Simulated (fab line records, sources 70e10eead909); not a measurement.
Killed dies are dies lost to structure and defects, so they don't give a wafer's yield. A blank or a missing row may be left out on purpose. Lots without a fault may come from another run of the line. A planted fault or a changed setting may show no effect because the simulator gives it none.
Problem report in the 8D (eight disciplines) form, filled by code | flow nand_harc | the parts of the form that need people (team, actions taken, sign-off) are left out

1. THE PROBLEM
run_length_s at NHARC_A_WL_FILL_ETCHBACK_04 reads a mean of 120.8 s on 3 wafers of 2 lots; wafers without a fault read 141.0 s with a standard deviation of 0.49. That is -41 standard deviations from the usual mean.
The step: etches the open film in NF3, target depth 60 nm, time 120 s.
First seen on wafer L990.1, day 26 06:41, on rie_metal-01. The record holds 36 wafers of 12 lots with a number at this step. Rule for "out", or "out of limits": more than 4 standard deviations from the usual mean. The other wafers with a number count as sound.

2. WHAT IT IS AND WHAT IT IS NOT
question                    | is                     | is not
which readings at this step | run_length_s           | drypump_motor_current_A, oes_product_au
which lots                  | L990, L994             | L976, L977, L980, L982, L985, L987, L989, L993, L997, L998
which wafers of those lots  | L990.1, L990.6, L994.1 | L990.5, L994.2, L994.4
read on which tools         | rie_metal-01           | rie_metal-02, rie_metal-03
when                        | from day 26 06:41      | up to then (19 sound wafers); but 14 sound wafers of L989, L993, L994, L997, L998 came after

3. SUSPECTS, AND WHAT RULES EACH OUT
Counting: a tool at a process step up to the reading stays a suspect if it ran every lot that is out. Sound lots after the first of them don't rule it out here, since some wafers of a struck lot are sound.
- cvd_w-02 at NHARC_A_WL_FILL_CVD_03 (deposits W, target thk 40 nm, time 279 s): kept. It ran every lot that is out, first L990 (day 26 06:19); its last sound lot up to then is L985 (day 23 21:01).
- rie_metal-01 at NHARC_A_WL_FILL_ETCHBACK_04 (etches the open film in NF3, target depth 60 nm, time 120 s): kept. It ran every lot that is out, first L990 (day 26 06:41); its last sound lot up to then is L987 (day 24 14:02). Its own readings are out on those wafers: run_length_s.
- Within cvd_w-02 at NHARC_A_WL_FILL_CVD_03: the wafers that are out ran in chamber 1; their sound lot-mates ran in chamber 0.
Left after counting: cvd_w-02 at NHARC_A_WL_FILL_CVD_03, rie_metal-01 at NHARC_A_WL_FILL_ETCHBACK_04.

4. THE CAUSE (what the simulator had put in)
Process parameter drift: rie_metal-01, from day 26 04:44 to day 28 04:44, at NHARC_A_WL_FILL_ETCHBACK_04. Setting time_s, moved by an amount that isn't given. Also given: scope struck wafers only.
Counting left 2 suspects, and this tool is among them.

5. THE CHAIN OF EFFECTS, in route order
Each row: a reading whose mean over the struck wafers that have a number lies more than 3 standard deviations from the usual. Only readings for which the record gives a usual standard deviation are gone through. hours: the time from each lot's start at the first step in this table that gives one to its start at this step, as a median over the lots. sigmas: the change in usual standard deviations.
hours | step                        | reading      | usual   | on struck wafers | change | sigmas
0     | NHARC_A_WL_FILL_ETCHBACK_04 | run_length_s | 141.0 s | 120.8            | -20.2  | -41
The process steps in it:
- NHARC_A_WL_FILL_ETCHBACK_04: etches the open film in NF3, target depth 60 nm, time 120 s.

6. WHAT WOULD HAVE CAUGHT IT SOONER
In this record the first reading out of limits was taken at day 26 06:41, 2 hours after the fault began at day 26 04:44.
